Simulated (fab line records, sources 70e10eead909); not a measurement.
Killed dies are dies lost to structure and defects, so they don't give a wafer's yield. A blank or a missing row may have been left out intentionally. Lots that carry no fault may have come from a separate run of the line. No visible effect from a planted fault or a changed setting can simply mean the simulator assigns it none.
A struck lot beside a sound one / flow nand harc / 14 steps out of a route of 1159
Sound: these wafers, L765.1, L765.3, L765.5. Struck: wafers L754.2, L754.4, L754.6. The cause is given at the end.
At each step with rows: each side's tool, then ch and its chambers, then its first start. Under that, the readings that differ: sound wafers / struck wafers / difference of the means / sigmas: that difference in standard deviations of wafers without a fault.
alike: words and numbers the same on both sides, and readings whose means are apart by under 2 such deviations; not compared: readings that were withheld, readings missing a value for some wafer, numbers with overlapping values and no deviation given by the record, and bounds like >300 which may hide the same value.
A row with sigmas, a row that says differs or no value, or rows on one side alone: a step with any of these is where the two part. Numbers that don't overlap but have no deviation are shown without sigmas and don't part them. A reading that every wafer of one side lacks parts them only if that side has two wafers or more.

first, 3 steps without rows for these wafers: NHARC_A_STAIRCASE_STRIP_317 (strips in SPM, time 900 s); NHARC_A_STAIRCASE_PRECLEAN_318 (cleans in SC1); NHARC_A_STAIRCASE_SRD_329.
NHARC_A_STAIRCASE_ALD_415: deposits SiO2, target thk 30 nm, pulse time 6 s, ald cycles 300.
  sound on ald hk-01 ch 0,2,3, day 16 04:01; struck on ald hk-03 ch 1,2,3, day 13 01:50
  alike: heater power w, precursor pulse height rel
NHARC_A_STAIRCASE_ETCHBACK_416: etches the open film in C4F8/O2/Ar, target depth 36 nm, time 7.2 s.
  sound on rie diel-13 ch 1,2,3, day 16 06:35; struck on rie diel-06 ch 0,3
  alike: oes product au, rf vpp V
  not compared: rf hours counter h
NHARC_A_STAIRCASE_STRIP_476: strips in O2, time 20 s.
  sound on rie diel-13 ch 0,1,3, day 16 06:43; struck on rie diel-06 ch 1,2, day 13 03:47
  alike: drypump motor current A, mfc ar sccm, oes product au, rf vpp V, showerhead plenum p Torr, throttle valve pct
  not compared: rf hours counter h
then, 4 steps without rows for these wafers: NHARC_A_STAIRCASE_DEP_417 (deposits Si3N4, target thk 60 nm); NHARC_A_STAIRCASE_WET_418 (chemistry H3PO4, target depth 20 nm); NHARC_A_STAIRCASE_PRECLEAN_419 (cleans in SC1); NHARC_A_STAIRCASE_SRD_421.
NHARC_A_STAIRCASE_ALD_420: deposits SiO2, target thk 20 nm, pulse time 6 s, ald cycles 200.
  sound on ald hk-01 ch 0,2, day 16 12:29; struck on ald hk-01 ch 0,1,3, day 13 07:39
  alike: heater power w, precursor pulse height rel
NHARC_A_STAIRCASE_CVD_552: deposits SiNx, target thk 40 nm.
  sound on lpcvd-02 ch 0, day 16 16:13; struck on lpcvd-01 ch 1, day 13 20:12
  alike: zone power centre pct
NHARC_A_STAIRCASE_DEP_151: deposits SiO2, target thk 3800 nm.
  sound on pecvd-03 ch 0,2, day 16 19:59; struck on pecvd-04 ch 0,1,2, day 14 00:03
  alike: heater power w, mfc precursor sccm
-- jump in the record: it breaks off in module A_STAIRCASE and resumes in module END (first step shown: number 1159 of the route), and 7 days separate the struck wafers' starts before and after --
NHARC_END_SORT_01:
  sound on prober-01 ch 0, day 23 19:40; struck on prober-01 ch 0, day 21 00:49
reading=killed at array; sound=51 48 56; struck=675 674 675; difference=+623; sigmas=+57
reading=killed dies; sound=51 50 59; struck=677 677 677; difference=+624; sigmas=+52
  alike: killed at other, killed at periphery, killed open, killed short

== WHERE THEY PART ==
Within this record, at NHARC_END_SORT_01 only.

WHY: whatever the simulator had introduced
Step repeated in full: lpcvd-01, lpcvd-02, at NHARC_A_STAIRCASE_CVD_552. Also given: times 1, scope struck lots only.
